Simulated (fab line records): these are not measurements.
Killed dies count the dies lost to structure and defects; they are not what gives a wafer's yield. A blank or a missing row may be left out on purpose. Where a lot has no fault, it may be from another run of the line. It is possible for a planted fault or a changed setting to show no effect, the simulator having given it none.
fab line records -- flow n5-finfet
record lots=10, wafers=30, last-day=18
route steps=1938 shown BEOL_M9@1438 MIM_TOP@1835 MIM_TOP_ETCH@1851 PASSIVATION@1911
lots untouched by any fault: they come from a run of this same line in which no faults occurred
start-h: hours from the record's first day to the start of the lot's first wafer shown -- wait-h: hours from the lot's prior step to this one -- " identical to the entry in the row above -- L1.1+2: one row covering several wafers at once -- - value missing, or start not given -- * or withheld: withheld -- < > ~ a bound
route shown NAME@n: NAME is a module with steps in the file, n the number in the route of the first one -- usual: the fault-free wafers' mean and standard deviation -- same: alike in all rows -- chamber/n: place in a boat -- sites: the reading at each site -- _std_site: their standard deviation -- _edge_site: inner sites' mean taken away from outer sites' mean -- radius-mm: for every site, how far away it sits from the centre of the wafer -- mask NAME#n: copy n -- behind: the most recent tool/chamber to have shaped the wafer -- hold: reason for holding the lot/hours on hold/outcome of the hold -- device: whichever transistor did not switch (one of n, p or np) -- end of line: the tests these same wafers got at the end of their route -- where a step has no rows: the recipe by itself -- killed: dies that structure and defects cost at the first sort, which is not the same as the wafer's yield -- map: the dies of a wafer, with x for killed, . for not killed, _ for no die there
set.NAME: the setting the step ran with; set.NAME@STEP: the setting that earlier step ran with -- model.NAME: the simulator's own value behind a step, which no gauge read
steps of the route over a sample of lots; a table a step, a row a wafer
services: from which hour (start-h, from the record's first day; less than 0 if before it) a tool's chamber was out of use, for how many hours, and why
## steps
# step N5_BEOL_M9_ETCH_76
# recipe chemistry=N2/H2, target=underlayer, target-depth-a=65, mask-material=CAR-EUV, time-s=5.2, ion-energy-ev=200, pressure-mtorr=30, source-w=840, bias-w=150, n2-flow-sccm=200, h2-flow-sccm=200, ends=cleared
# usual drypump-motor-current-A=5.8/0.33, etch-rf-on-time-s=5.21/0.18, oes-product-au=0.69/0.077, rf-vpp-V=525.0/2.7, showerhead-plenum-p-Torr=2.59/0.086, throttle-valve-pct=17.88/0.26
lot.wafer,tool,chamber,start-h,wait-h,drypump-motor-current-A,etch-rf-on-time-s,oes-product-au,rf-hours-counter-h,rf-vpp-V,showerhead-plenum-p-Torr,throttle-valve-pct
L127.3,rie-diel-06,0,261.70,0.0,5.9,5.04,0.73,54,526.9,2.58,17.44
L127.4,rie-diel-06,3,261.70,0.0,5.8,5.34,0.69,93,520.3,2.47,18.35
L127.5,rie-diel-06,0,261.70,0.0,5.9,5.04,0.74,-,525.1,2.58,17.44
L130.2,rie-diel-02,0,263.22,0.0,6.5,5.38,0.58,249,519.3,2.39,18.04
L130.3,rie-diel-02,3,263.22,0.0,5.9,5.27,0.72,62,523.3,2.59,17.80
L130.5,rie-diel-02,1,263.22,0.0,5.9,5.29,0.62,-,524.1,2.53,18.22
L131.1,rie-diel-06,3,265.92,0.0,5.9,5.32,0.67,94,521.6,2.47,18.33
L131.2,rie-diel-06,1,265.92,0.0,6.0,5.15,0.79,18,526.1,2.70,17.72
L131.4,rie-diel-06,0,265.92,0.0,5.9,5.04,0.73,55,524.6,2.58,17.44
L132.1,rie-diel-04,3,280.56,0.0,5.4,4.92,0.71,94,524.1,2.58,17.71
L132.2,rie-diel-04,2,280.56,0.0,5.4,5.09,0.64,145,525.4,2.67,17.99
L132.4,rie-diel-04,1,280.56,0.0,5.8,5.02,0.86,2,522.7,2.50,17.71
L133.1,rie-diel-02,3,280.67,0.0,5.9,5.31,0.71,68,525.6,2.58,17.81
L133.2,rie-diel-02,2,280.67,0.0,5.3,5.45,0.73,56,524.3,2.59,17.85
L133.6,rie-diel-02,1,280.67,0.0,5.9,5.40,0.61,-,520.8,2.53,18.24
L137.2,rie-diel-06,3,320.29,0.0,5.9,5.33,0.67,110,523.1,2.46,18.35
L137.3,rie-diel-06,0,320.29,0.0,5.9,5.01,0.71,72,523.0,2.57,17.49
L137.5,rie-diel-06,2,320.29,0.0,5.9,5.52,0.60,-,526.4,2.64,17.69
L142.1,rie-diel-06,2,354.76,0.0,5.9,5.51,0.58,187,527.2,2.64,17.73
L142.2,rie-diel-06,0,354.76,0.0,5.9,5.01,0.70,82,526.4,2.57,17.48
L142.4,rie-diel-06,3,354.76,0.0,5.9,5.31,0.67,120,521.8,2.45,18.39
L143.1,rie-diel-06,0,364.93,0.0,5.9,4.92,0.71,84,524.3,2.57,17.47
L143.2,rie-diel-06,2,364.93,0.0,5.9,5.43,0.59,189,526.0,2.63,17.71
L143.5,rie-diel-06,3,364.93,0.0,5.9,5.28,0.67,-,520.0,2.45,18.39
L144.2,rie-diel-02,1,365.12,0.0,5.9,5.43,0.59,205,522.9,2.52,18.26
L144.3,rie-diel-02,2,365.12,0.0,5.3,5.38,0.70,83,524.1,2.57,17.91
L144.4,rie-diel-02,0,365.12,0.0,6.6,5.11,0.78,25,528.8,2.69,17.68
L145.2,rie-diel-04,3,374.16,0.0,5.4,4.97,0.68,120,526.1,2.57,17.79
L145.3,rie-diel-04,0,374.16,0.0,6.4,5.07,0.77,33,527.2,2.71,17.87
L145.4,rie-diel-04,1,374.16,0.0,5.8,5.15,0.78,25,521.8,2.49,17.76
# step N5_MIM_TOP_ALD_01
# recipe material=HfO2, target-thk-a=56, temp-c=withheld, ald-precursor-family=Hf-amide, ald-co-reactant=O3, pulse-time-s=1, purge-time-s=3, co-reactant-purge-time-s=2, co-reactant-pulse-time-s=3, ald-cycles=62
# usual precursor-pulse-height-rel=0.997/0.019
# same ald-cycles=62
lot.wafer,tool,chamber,start-h,wait-h,precursor-pulse-height-rel,since-wet-clean-h
L127.3,ald-hk-01,0,-,-,0.980,281
L127.4,ald-hk-01,1,-,-,0.994,281
L127.5,ald-hk-01,3,-,-,1.000,-
L130.2,ald-hk-03,1,-,-,0.997,2094
L130.3,ald-hk-03,2,-,-,0.989,2094
L130.5,ald-hk-03,3,-,-,0.996,-
L131.1,ald-hk-01,2,-,-,0.999,291
L131.2,ald-hk-01,0,-,-,0.983,291
L131.4,ald-hk-01,1,-,-,0.993,291
L133.1,ald-hk-01,1,-,-,0.965,296
L133.2,ald-hk-01,3,-,-,0.987,296
L133.6,ald-hk-01,3,-,-,0.963,-
L132.1,ald-hk-01,1,-,-,1.033,300
L132.2,ald-hk-01,3,-,-,1.001,300
L132.4,ald-hk-01,0,-,-,1.014,300
L137.2,ald-hk-02,3,-,-,1.002,1251
L137.3,ald-hk-02,2,-,-,0.989,1251
L137.5,ald-hk-02,3,-,-,0.963,-
L142.1,ald-hk-03,1,-,-,1.005,2179
L142.2,ald-hk-03,3,-,-,1.007,2179
L142.4,ald-hk-03,0,-,-,0.981,2179
L143.1,ald-hk-03,2,-,-,0.987,2192
L143.2,ald-hk-03,1,-,-,0.982,2192
L143.5,ald-hk-03,1,-,-,1.012,-
L144.2,ald-hk-02,0,-,-,1.026,1296
L144.3,ald-hk-02,1,-,-,0.979,1296
L144.4,ald-hk-02,2,-,-,0.998,1296
L145.2,ald-hk-02,0,-,-,1.005,1303
L145.3,ald-hk-02,1,-,-,1.004,1303
L145.4,ald-hk-02,2,-,-,1.003,1303
# step N5_MIM_TOP_ETCH_ETCH_00
# recipe chemistry=Cl2/BCl3, target=TiN, target-depth-a=385, ion-energy-ev=150, pressure-mtorr=10, icp-w=1000, bias-w=126, Cl2_flow_sccm=53.25, bcl3-flow-sccm=21.75, Ar_flow_sccm=25
# usual drypump-motor-current-A=5.8/0.51, oes-product-au=0.81/0.091, throttle-valve-pct=22.88/0.22
lot.wafer,tool,chamber,start-h,wait-h,drypump-motor-current-A,oes-product-au,rf-hours-counter-h,throttle-valve-pct
L127.3,rie-metal-01,1,312.42,0.1,5.8,0.83,-,23.13
L127.4,rie-metal-01,0,312.42,0.1,6.0,0.86,-,22.83
L127.5,rie-metal-01,0,312.42,0.1,6.0,0.87,-,22.83
L130.2,rie-metal-01,0,321.29,0.1,6.0,0.85,16,22.85
L130.3,rie-metal-01,0,321.29,0.1,6.0,0.86,-,22.87
L130.5,rie-metal-01,1,321.29,0.1,5.8,0.82,-,23.14
L131.1,rie-metal-01,0,322.80,0.1,6.0,0.86,17,22.86
L131.2,rie-metal-01,1,322.80,0.1,5.8,0.83,33,23.14
L131.4,rie-metal-01,0,322.80,0.1,6.0,0.86,-,22.85
L133.1,rie-metal-02,0,327.40,0.1,5.6,0.94,5,22.63
L133.2,rie-metal-02,1,327.40,0.1,4.9,0.70,84,22.94
L133.6,rie-metal-02,0,327.40,0.1,5.6,0.95,-,22.61
L132.1,rie-metal-03,1,331.85,0.1,6.4,0.84,23,22.55
L132.2,rie-metal-03,0,331.85,0.1,6.4,0.67,96,23.22
L132.4,rie-metal-03,1,331.85,0.1,6.4,0.85,-,22.55
L137.2,rie-metal-02,1,372.63,0.1,5.0,0.68,87,22.95
L137.3,rie-metal-02,0,372.63,0.1,5.6,0.91,-,22.64
L137.5,rie-metal-02,1,372.63,0.1,5.0,0.69,-,22.95
L142.1,rie-metal-01,1,406.40,0.1,5.8,0.80,41,23.14
L142.2,rie-metal-01,0,406.40,0.1,6.0,0.83,23,22.86
L142.4,rie-metal-01,0,406.40,0.1,6.0,0.84,-,22.88
L143.1,rie-metal-02,1,417.62,0.1,5.0,0.68,92,22.94
L143.2,rie-metal-02,0,417.62,0.1,5.6,0.89,13,22.66
L143.5,rie-metal-02,0,417.62,0.1,5.6,0.89,-,22.65
L144.2,rie-metal-03,0,417.78,0.1,6.5,0.99,1,22.94
L144.3,rie-metal-03,0,417.78,0.1,6.4,0.99,-,22.94
L144.4,rie-metal-03,1,417.78,0.1,6.3,0.82,-,22.57
L145.2,rie-metal-01,0,424.99,0.1,6.0,0.82,25,22.87
L145.3,rie-metal-01,0,424.99,0.1,6.1,0.82,-,22.87
L145.4,rie-metal-01,1,424.99,0.1,5.8,0.79,-,23.15
# step N5_PASSIVATION_STRIP_34
# recipe chemistry=O2, power-w=600, temp-c=60, pressure-mtorr=30, rf-frequency-hz=6e+07, bias-power-w=0, overash-fraction=2, o2-flow-sccm=225
# usual drypump-motor-current-A=5.5/0.53, oes-product-au=0.77/0.079, rf-vpp-V=3.6/1.4, showerhead-plenum-p-Torr=2.13/0.057, throttle-valve-pct=16.80/0.21
lot.wafer,tool,chamber,start-h,wait-h,drypump-motor-current-A,oes-product-au,rf-hours-counter-h,rf-vpp-V,showerhead-plenum-p-Torr,throttle-valve-pct
L127.3,rie-diel-01,2,318.22,0.1,5.0,0.68,226,3.2,2.18,17.10
L127.4,rie-diel-01,3,318.22,0.1,5.3,0.68,233,4.2,2.14,16.70
L127.5,rie-diel-01,0,318.22,0.1,6.3,0.77,-,2.2,2.09,16.51
L130.2,rie-diel-03,2,327.27,0.2,5.4,0.73,174,4.7,2.10,17.14
L130.3,rie-diel-03,0,327.27,0.2,5.7,0.70,199,3.3,2.16,16.79
L130.5,rie-diel-03,1,327.27,0.2,5.3,0.75,-,2.1,2.10,16.78
L131.1,rie-diel-05,2,328.77,0.1,5.6,0.80,106,3.9,2.20,16.74
L131.2,rie-diel-05,0,328.77,0.1,6.2,0.79,124,5.9,2.04,17.02
L131.4,rie-diel-05,3,328.77,0.1,4.6,0.76,119,2.1,2.20,16.83
L133.1,rie-diel-05,2,332.81,0.2,5.6,0.79,107,4.3,2.20,16.67
L133.2,rie-diel-05,1,332.81,0.2,5.7,0.80,122,5.1,2.03,16.70
L133.6,rie-diel-05,3,332.81,0.2,4.6,0.75,-,2.5,2.20,16.85
L132.1,rie-diel-05,1,337.77,0.1,5.7,0.78,124,2.6,2.02,16.75
L132.2,rie-diel-05,3,337.77,0.1,4.6,0.77,122,5.6,2.20,16.80
L132.4,rie-diel-05,0,337.77,0.1,6.2,0.78,127,3.0,2.04,17.10
L137.2,rie-diel-01,0,378.09,0.1,6.4,0.75,160,4.4,2.09,16.52
L137.3,rie-diel-01,1,378.09,0.1,5.2,0.80,114,1.7,2.12,16.77
L137.5,rie-diel-01,1,378.09,0.1,5.2,0.78,-,4.7,2.12,16.82
L142.1,rie-diel-01,3,411.87,0.1,5.3,0.97,9,1.9,2.13,16.38
L142.2,rie-diel-01,2,411.87,0.1,4.9,1.02,1,4.4,2.17,16.77
L142.4,rie-diel-01,0,411.87,0.1,6.4,0.74,176,4.3,2.08,16.60
L144.2,rie-diel-03,2,424.17,0.1,5.3,0.68,209,4.6,2.09,17.18
L144.3,rie-diel-03,3,424.17,0.1,6.3,0.84,70,3.2,2.23,16.72
L144.4,rie-diel-03,1,424.17,0.1,5.2,0.72,197,2.8,2.09,16.88
L143.1,rie-diel-01,2,424.46,0.1,4.9,0.97,5,3.6,2.17,16.81
L143.2,rie-diel-01,0,424.46,0.1,6.4,0.75,180,4.7,2.08,16.58
L143.5,rie-diel-01,2,424.46,0.1,4.9,0.97,-,6.6,2.17,16.75
L145.2,rie-diel-03,0,430.28,0.1,5.7,0.68,236,5.1,2.15,16.82
L145.3,rie-diel-03,1,430.28,0.1,5.2,0.72,199,2.9,2.09,16.87
L145.4,rie-diel-03,3,430.28,0.1,6.3,0.84,73,3.3,2.23,16.79
# step N5_PASSIVATION_PROBE_49
# usual defect-limited-yield=91.7/1.5, killed_at_M0_to_M3=32/10, killed_at_M4_up=14/5.3, killed-at-contacts=13/5.7, killed-at-front-end=37/10, killed-at-other=3.3/2.5, killed-dies=98/18, killed-open=65/13, killed-short=31/7.5, sort_bin_4_leakage=0.00/0.0099, sort_bin_5_function=4.9/0.91, sort_bin_6_memory=3.1/0.71, sort-n-pass=1082/18, sort-yield-pct=91.7/1.5
# same gross-dies=1180, killed-at-back-side=0, sort_bin_8_speed[%]=0
lot.wafer,tool,chamber,start-h,wait-h,defect-limited-yield[%],killed_at_M0_to_M3,killed_at_M4_up,killed-at-contacts,killed-at-front-end,killed-at-other,killed-dies,killed-open,killed-short,sort_bin_4_leakage[%],sort_bin_5_function[%],sort_bin_6_memory[%],sort-n-pass,sort-yield-pct[%]
L137.2,prober-01,-,382.35,0.1,92.9,14,17,6,43,4,84,45,28,0,4.1,2.6,1096,92.9
L137.3,prober-01,-,382.40,0.1,92.5,22,16,14,32,4,88,60,26,0,4.6,2.5,1092,92.5
L137.5,prober-01,-,382.50,0.2,92.9,27,26,10,18,3,84,56,24,0,4.3,2.5,1096,92.9
L142.1,prober-01,-,416.18,0.0,91.0,24,10,23,43,6,106,74,26,0,5.7,3.0,1074,91.0
L142.2,prober-01,-,416.23,0.1,93.0,15,10,16,37,5,83,58,22,0,4.5,2.5,1097,93.0
L142.4,prober-01,-,416.33,0.2,79.3,33,162,14,31,4,244,66,27,0.08,12.0,3.9,935,79.2
L144.2,prober-02,-,428.52,0.1,91.3,28,16,10,44,5,103,74,29,0,5.1,3.3,1077,91.3
L144.3,prober-02,-,428.57,0.1,89.9,47,11,10,48,3,119,82,33,0,5.3,4.2,1061,89.9
L144.4,prober-02,-,428.62,0.2,90.0,39,20,9,46,4,118,85,33,0,5.8,4.1,1062,90.0
L143.1,prober-02,-,428.77,0.1,94.3,20,8,3,33,3,67,41,20,0,2.9,2.2,1113,94.3
L143.2,prober-02,-,428.82,0.2,92.8,37,12,8,26,2,85,55,29,0,4.7,2.1,1095,92.8
L143.5,prober-02,-,428.97,0.3,81.1,16,167,7,29,4,223,39,25,0,10.8,3.6,957,81.1
# killed by level:class
L137.2 FIN_SAQP:geometric-particle:open=11 FIN_SAQP:geometric-particle:short=8 BEOL_M1:geometric-particle:open=6 STI_FIN_REVEAL:geometric-particle:open=5 BEOL_M4:geometric-particle:open=5 HKMG_FIN:area-etch=5 MOL_CONTACT_COAG:geometric-particle:short=4 BEOL_M5:geometric-particle:open=4
L137.3 MOL_CONTACT_COAG:geometric-particle:open=10 FIN_SAQP:geometric-particle:open=8 STI_FIN_REVEAL:geometric-particle:open=7 GATE_CUT:geometric-particle:short=7 BEOL_M2:geometric-particle:open=7 BEOL_M0_SAQP:geometric-particle:open=5 MOL_CONTACT_COAG:geometric-particle:short=4 BEOL_M1:geometric-particle:open=4
L137.5 BEOL_M4:geometric-particle:open=12 BEOL_M1:geometric-particle:open=9 MOL_CONTACT_COAG:geometric-particle:open=7 FIN_SAQP:geometric-particle:open=6 BEOL_M7:geometric-particle:open=6 MOL_CONTACT_COAG:geometric-particle:short=3 BEOL_M0_SAQP:geometric-particle:short=3 BEOL_M0_SAQP:geometric-particle:open=3
L142.1 MOL_CONTACT_COAG:geometric-particle:open=20 GATE_CUT:geometric-particle:short=9 DUMMY_GATE:geometric-particle:open=8 BEOL_M0_SAQP:geometric-particle:open=8 BEOL_M2:geometric-particle:open=5 STI_FIN_REVEAL:geometric-particle:open=4 GATE_CUT:geometric-particle:open=4 BEOL_M5:geometric-particle:open=4
L142.2 MOL_CONTACT_COAG:geometric-particle:open=14 STI_FIN_REVEAL:geometric-particle:open=12 FIN_SAQP:geometric-particle:open=6 GATE_CUT:geometric-particle:short=4 BEOL_M1:geometric-particle:open=4 BEOL_M5:geometric-particle:open=4 STARTING-WAFER:geometric-particle:short=3 BEOL_M2:geometric-particle:open=3
L142.4 BEOL_M9:unspecified=149 STI_FIN_REVEAL:geometric-particle:open=11 BEOL_M1:geometric-particle:open=10 MOL_CONTACT_COAG:geometric-particle:open=8 DUMMY_GATE:geometric-particle:open=6 MOL_CONTACT_COAG:geometric-particle:short=6 BEOL_M3:geometric-particle:open=6 BEOL_M3:geometric-particle:short=4
L144.2 STI_FIN_REVEAL:geometric-particle:open=14 MOL_CONTACT_COAG:geometric-particle:open=8 BEOL_M3:geometric-particle:open=7 BEOL_M4:geometric-particle:open=6 STI_FIN_REVEAL:geometric-particle:short=5 BEOL_M0_SAQP:geometric-particle:open=5 DUMMY_GATE:geometric-particle:open=4 BEOL_M2:geometric-particle:open=4
L144.3 STI_FIN_REVEAL:geometric-particle:open=13 BEOL_M3:geometric-particle:open=13 BEOL_M2:geometric-particle:open=10 DUMMY_GATE:geometric-particle:open=8 MOL_CONTACT_COAG:geometric-particle:open=8 BEOL_M0_SAQP:geometric-particle:open=6 GATE_CUT:geometric-particle:short=5 BEOL_M0_SAQP:geometric-particle:short=5
L144.4 STI_FIN_REVEAL:geometric-particle:open=15 BEOL_M2:geometric-particle:open=11 MOL_CONTACT_COAG:geometric-particle:open=9 FIN_SAQP:geometric-particle:open=8 BEOL_M1:geometric-particle:open=7 BEOL_M0_SAQP:geometric-particle:short=6 FIN_SAQP:geometric-particle:short=5 BEOL_M4:geometric-particle:open=5
L143.1 BEOL_M2:geometric-particle:open=6 FIN_SAQP:geometric-particle:short=4 GATE_CUT:geometric-particle:short=4 BEOL_M3:geometric-particle:open=4 STARTING-WAFER:geometric-particle:open=4 STI_FIN_REVEAL:geometric-particle:open=3 BEOL_M0:geometric-particle:open=3 STARTING-WAFER:geometric-particle:short=3
L143.2 BEOL_M2:geometric-particle:open=10 MOL_CONTACT_COAG:geometric-particle:open=7 BEOL_M1:geometric-particle:open=7 GATE_CUT:geometric-particle:open=6 BEOL_M2:geometric-particle:short=6 GATE_CUT:geometric-particle:short=5 BEOL_M3:geometric-particle:open=5 BEOL_M0_SAQP:geometric-particle:short=4
L143.5 BEOL_M9:unspecified=158 FIN_SAQP:geometric-particle:open=9 FIN_SAQP:geometric-particle:short=7 BEOL_M2:geometric-particle:open=7 MOL_CONTACT_COAG:geometric-particle:open=6 GATE_CUT:geometric-particle:short=4 BEOL_M0_SAQP:geometric-particle:short=4 GATE_CUT:geometric-particle:open=2
## services
tool,chamber,start-h,hours,kind
rie-diel-01,-,238.12,15.6,pm
rie-diel-06,1,256.96,4.2,repair
ald-hk-03,-,261.21,8.7,pm
rie-diel-01,1,263.76,3.0,repair
ald-hk-01,-,275.79,28.1,pm
rie-metal-01,-,293.33,0.5,repair
rie-diel-06,-,301.29,2.1,repair
rie-metal-02,1,320.48,2.3,repair
rie-diel-01,-,322.39,0.2,repair
rie-metal-02,-,325.32,0.7,repair
rie-diel-03,1,336.08,13.1,repair
rie-metal-01,0,342.64,13.4,repair
rie-diel-02,-,350.76,0.6,repair
ald-hk-02,-,355.18,8.7,pm
rie-diel-04,-,369.49,0.5,repair
rie-diel-01,3,372.47,-,clean
ald-hk-01,-,372.58,2.8,pm
rie-metal-01,-,381.88,0.2,repair
rie-diel-06,3,382.22,3.5,repair
rie-metal-02,-,382.45,0.6,repair
rie-diel-06,3,387.36,10.5,repair
rie-metal-03,-,388.40,0.5,repair
rie-diel-05,3,389.66,9.0,repair
rie-metal-01,0,414.51,1.2,repair
## key
first-sign step=N5_PASSIVATION_PROBE_49, reading=killed_at_M4_up, direction=up, sigmas=28, usual=14, struck=164
effect step=N5_PASSIVATION_PROBE_49, reading=killed-dies, direction=up, sigmas=7.7, usual=98, struck=234
more-kills-born-at N5_BEOL_M9_ETCH_76@rie-diel-06=307
met-at N5_BEOL_M9_ETCH_76
struck-lots L142,L143
struck-wafers L142.4,L143.5
not-acting-at N5_MIM_TOP_ALD_01,N5_MIM_TOP_ETCH_ETCH_00,N5_PASSIVATION_STRIP_34
onset-between 320.29 354.76
fault kind=chamber-particle-source, tool=rie-diel-06, chamber=3, onset-h=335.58, steps=N5_BEOL_M9_ETCH_76, rate-per-visit-cm2=1.9696, end-h=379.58
